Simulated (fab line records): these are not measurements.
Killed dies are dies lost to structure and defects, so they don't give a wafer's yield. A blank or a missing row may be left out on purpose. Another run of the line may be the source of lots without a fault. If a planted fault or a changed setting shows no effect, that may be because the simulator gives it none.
Matching of chambers | flow nandHarc | 4 sister chambers for NHARC_A_CHANNEL_FILL_D1_ALD_14 on aldHk-03
The step deposits SiO2, target thk 2.5 nm, pulse time 10 s, ald cycles 25. 16 wafers are shown with their chamber, then 8 later ones without.

## WAFERS WITH THEIR CHAMBER
wafer  | chamber | heaterPowerW (W) | heaterPowerOuterW (W) | precursorPulseHeightRel
L074.1 | 1       | 378              | 232                   | 1.061
L074.3 | 3       | 425              | 239                   | 1.002
L074.5 | 1       | 387              | 230                   | 1.027
L078.2 | 2       | 465              | 256                   | 0.995
L078.5 | 2       | 455              | 253                   | 0.998
L078.6 | 3       | 423              | 238                   | 0.998
L086.2 | 0       | 442              | 234                   | 1.036
L086.4 | 1       | 388              | 244                   | 1.005
L086.5 | 1       | 385              | 244                   | 0.999
L087.1 | 1       | 382              | 241                   | 1.014
L087.2 | 0       | 438              | 232                   | 1.018
L087.3 | 2       | 461              | 250                   | 0.999
L094.1 | 0       | 443              | 240                   | 0.977
L094.3 | 1       | 388              | 240                   | 0.978
L094.5 | 1       | 386              | 243                   | 0.992
L095.2 | 1       | 398              | 241                   | 0.985

SIGNATURES (means of the wafers above)
reading                 | chamber 0 | chamber 1 | chamber 2 | chamber 3 | scatter within a chamber
heaterPowerW            | 441.00    | 386.50    | 460.33    | 424.00    | 4.99
heaterPowerOuterW       | 235.33    | 239.38    | 253.00    | 238.50    | 4.63
precursorPulseHeightRel | 1.01033   | 1.00762   | 0.99733   | 1.00000   | 0.0238
Rule: for a wafer and a chamber, the distance is found by dividing, reading by reading, the gap between the wafer's reading and the chamber's mean by the reading's scatter, squaring, summing and taking the root. The wafer belongs to the nearest chamber; if the next one is less than 2 further off, it can't be placed. The scatter: the root of (the sum of the squares of (reading less its chamber's mean) over the shown wafers, divided by (wafers less chambers)).

## WAFERS MISSING THEIR CHAMBER
wafer  | heaterPowerW (W) | heaterPowerOuterW (W) | precursorPulseHeightRel
L095.4 | 450              | 240                   | 1.022
L095.5 | 457              | 236                   | 0.984
L097.1 | 392              | 250                   | 0.996
L097.2 | 447              | 235                   | 0.979
L097.3 | 455              | 260                   | 1.017
L096.1 | 451              | 233                   | 1.009
L096.4 | 443              | 241                   | 1.002
L096.5 | 383              | 243                   | 0.962

## THE CHAMBER EACH PASSED THROUGH
wafer  | from the rows above     | in truth
L095.4 | can't be placed: 0 or 2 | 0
L095.5 | can't be placed: 0 or 2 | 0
L097.1 | 1                       | 1
L097.2 | 0                       | 0
L097.3 | 2                       | 2
L096.1 | 0                       | 0
L096.4 | 0                       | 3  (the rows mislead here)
L096.5 | 1                       | 1
Correctly placed: 5 of 8. Not placeable from these rows: 2 (in 2, the candidates include the true chamber). Wrongly placed: 1.
